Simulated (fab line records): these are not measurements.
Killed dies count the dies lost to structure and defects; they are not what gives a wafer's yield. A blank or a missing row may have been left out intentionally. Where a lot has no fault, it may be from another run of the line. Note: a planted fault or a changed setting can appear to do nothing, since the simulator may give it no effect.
Comparing a struck lot with a sound one | flow n5-finfet | 14 out of 1938 route steps
Sound: the wafers L380.2, L380.5, L380.6. Struck: wafer L389.3. (L389.4 of the same lot was not struck and is left out.) The cause comes at the end.
Per side, at each step with rows, come the tool, then ch with its chambers, and then its first start. Under that, the readings that differ: sound wafers | struck wafers | difference of the means | sigmas: that difference in standard deviations of wafers without a fault.
alike: readings whose means differ by less than 2 such deviations, and words and numbers that are the same on both sides. not compared: withheld readings, readings that some wafer has no value for, bounds like >300 that may hide the same value, and numbers for which the record gives no deviation and whose values overlap.
A row with sigmas, a row that says differs or no value, or rows on one side alone: a step with any of these is where the two part. Non-overlapping numbers with no deviation appear without sigmas and do not part them. A reading that every wafer of one side lacks parts them only if that side has two wafers or more.

first, 2 steps without rows for these wafers: N5_BEOL_M7_PRECLEAN_42 (cleans in residue remover, time 60 s); N5_BEOL_M7_SRD_43 (time 30 s).
N5_BEOL_M7_CD_MEAS_35 targets a cd of 40 nm.
  struck on cd-sem-01, day 13 06:56; sound on cd-sem-02, day 10 12:22
  alike: cd-nm
N5_BEOL_M7_CURE_75: cures SiCOH lowk, time 120 s.
  sound on uv-cure-01 ch 0, day 10 12:28; struck on uv-cure-03 ch 0, day 13 07:05
  alike: lamp-power-pct, wafer_temp_C_max
N5_BEOL_M7_DEGAS_44: time 60 s.
  struck on pvd-sputter-02, day 13 07:46; sound on pvd-sputter-01, day 10 12:49
  alike: heater-power-w, susceptor-temp-C
N5_BEOL_M7_PRE_CLEAN_45: time 30 s.
  struck on pvd-sputter-02, day 13 07:49; sound on pvd-sputter-01, day 10 12:52
  alike: heater-power-w, susceptor-temp-C
then, 3 steps without rows for these wafers: N5_BEOL_M7_ALD_77 (deposits TaN, target thk 2 nm, pulse time 2 s, purge time 3 s); N5_BEOL_M7_SURFACE_TREAT_79; N5_BEOL_M7_CVD_78 (deposits Co from CCTBA/H2, target thk 2 nm, time 142.3 s).
N5_BEOL_M7_SPUTTER_48: material Cu, target thk 10 nm, time 1.667 s.
  struck on pvd-sputter-01, day 13 08:54; sound on pvd-sputter-02, day 10 13:34
  alike: susceptor-temp-C, throttle-valve-pct
then, 1 step without rows for these wafers: N5_BEOL_M7_ECD_50 (material Cu, target thk 300 nm).
N5_BEOL_M7_ANNEAL_51: time 90 s.
  sound on rtp-anneal-01 ch 0, day 10 14:06; struck on rtp-anneal-02 ch 0, day 13 09:18
  alike: wafer_temp_C_max
N5_BEOL_M7_CMP_52: polishes, stops on SiCOH lowk, t overpolish 6.9 s, target thk 80 nm.
  sound on cmp-04 ch 0,2,3, day 10 14:26; struck on cmp-04 ch 0, day 13 09:47
  reading                      | sound             | struck | difference | sigmas
  barrier-field-endpoint-s (s) | 28.6 29.9 28.7    | 15.8   | -13.3      | -17
  edge-zone-pressure-frac      | 1.012 1.008 0.998 | 0.994  | -0.012     | -3
  overpolish-run-s (s)         | 6.886 6.893 6.899 | 6.923  | +0.030     | +3
  time-to-endpoint-s (s)       | 61 65 60          | 33     | -29        | -9
  alike: motor-current-A
-- record jumps: 4 days separate the struck wafers' starts on either side; left off in module BEOL_M7, taken up again in module PASSIVATION, whose first shown step is the route's number 1936 --
N5_PASSIVATION_PROBE_49:
  rows exist in the record for the struck wafers here (prober-02, day 17 02:33), but not for the sound ones

WHERE THEY PART
Last at N5_PASSIVATION_PROBE_49 as far as this record goes, first at N5_BEOL_M7_CMP_52.

WHY: what the simulator had put in
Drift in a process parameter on cmp-04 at N5_BEOL_M7_CMP_52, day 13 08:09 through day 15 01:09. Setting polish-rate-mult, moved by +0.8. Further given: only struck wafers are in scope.
